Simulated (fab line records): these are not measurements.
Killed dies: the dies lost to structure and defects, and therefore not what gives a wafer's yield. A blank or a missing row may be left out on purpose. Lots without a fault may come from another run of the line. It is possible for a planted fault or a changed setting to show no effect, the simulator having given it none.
Struck lot and sound lot, side by side -- flow n5-finfet -- 15 out of 1938 route steps
Sound: wafers L289.4, L289.5, L289.6. Struck: wafer L293.3. (L293.4, L293.6 of the same lot were not struck and are left out.) The cause comes at the end.
At each step with rows: each side's tool, then ch and its chambers, then its first start. Under that, the readings that differ: sound wafers -- struck wafers -- difference of the means -- sigmas: that difference in standard deviations of wafers without a fault.
alike: a reading whose means differ by less than 2 such deviations, as well as words and numbers matching on both sides. not compared: withheld readings; readings where some wafer has no value; bounds like >300 that might hide an equal value; numbers whose values overlap and for which the record gives no deviation.
The two part at a step that has a row with sigmas, a row that says differs or no value, or rows on one side only. Numbers that have no deviation but don't overlap get no sigmas and don't part them. Lack of a reading on every wafer of one side parts them only where that side has two or more wafers.

first, 8 steps without rows for these wafers: N5_MIM_TOP_LITHO_HMDS_01 (time 60 s); N5_MIM_TOP_LITHO_COAT_02; N5_MIM_TOP_LITHO_EBR_04; N5_MIM_TOP_LITHO_SOFTBAKE_03 (time 90 s); N5_MIM_TOP_LITHO_EXPOSE_05 (exposes mask MIM TOP, target cd 2000 nm); N5_MIM_TOP_LITHO_PEB_06; N5_MIM_TOP_LITHO_DEVELOP_07 (develop time 60 s); N5_MIM_TOP_LITHO_HARDBAKE_09 (time 120 s).
N5_MIM_TOP_LITHO_CD_MEAS_08: the cd target is 2000 nm.
  sound on cd-sem-03 ch 0, day 13 23:04; struck on cd-sem-01 ch 0, day 16 07:17
  alike: cd-nm
N5_MIM_TOP_LITHO_OVL_MEAS_11:
  sound on overlay-01 ch 0, day 13 23:06; struck on overlay-01 ch 0, day 16 07:19
  alike: MIM_TOP_OVL
N5_MIM_TOP_LITHO_INSPECT_12: inspects for defects (macro).
  sound: defect-inspect-02 at day 13 23:07; struck: defect-inspect-01 at day 16 07:20
  alike: raw-defect-count
N5_MIM_TOP_LITHO_DESCUM_10: chemistry O2, time 7.9 s.
  sound on rie-diel-03 ch 0,1,2, day 13 23:09; struck on rie-diel-05 ch 0, day 16 07:22
  alike: drypump-motor-current-A, oes-product-au, rf-fwd-power-W, rf-vpp-V, showerhead-plenum-p-Torr, throttle-valve-pct
  not compared: rf-hours-counter-h
N5_MIM_TOP_ETCH_ETCH_00: etches TiN in Cl2/BCl3, target depth 38.5 nm.
  sound on rie-metal-01 ch 1, day 13 23:22; struck on rie-metal-01 ch 1, day 16 07:30
reading,sound,struck,difference,sigmas
bias-w (W),125.8 125.5 125.7,121.4,-4.3,-11
  alike: bcl3-flow-sccm, drypump-motor-current-A, oes-product-au, rf-fwd-power-W, throttle-valve-pct
  not compared: rf-hours-counter-h
N5_MIM_TOP_ETCH_STRIP_01: strips in O2.
  sound on rie-diel-02 ch 1,2,3, day 13 23:30; struck on rie-diel-04 ch 2, day 16 07:36
  alike: drypump-motor-current-A, oes-product-au, rf-vpp-V, showerhead-plenum-p-Torr, throttle-valve-pct
  not compared: rf-hours-counter-h
N5_PASSIVATION_PROBE_49:
  only the struck wafers here have rows in the record (prober-02, day 16 19:29); the sound ones have none

WHERE THEY PART
Earliest at N5_MIM_TOP_ETCH_ETCH_00; latest, in this record, at N5_PASSIVATION_PROBE_49.

WHY: what the simulator had put in
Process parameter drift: rie-metal-01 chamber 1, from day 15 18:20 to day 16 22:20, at N5_MIM_TOP_ETCH_ETCH_00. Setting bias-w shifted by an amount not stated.
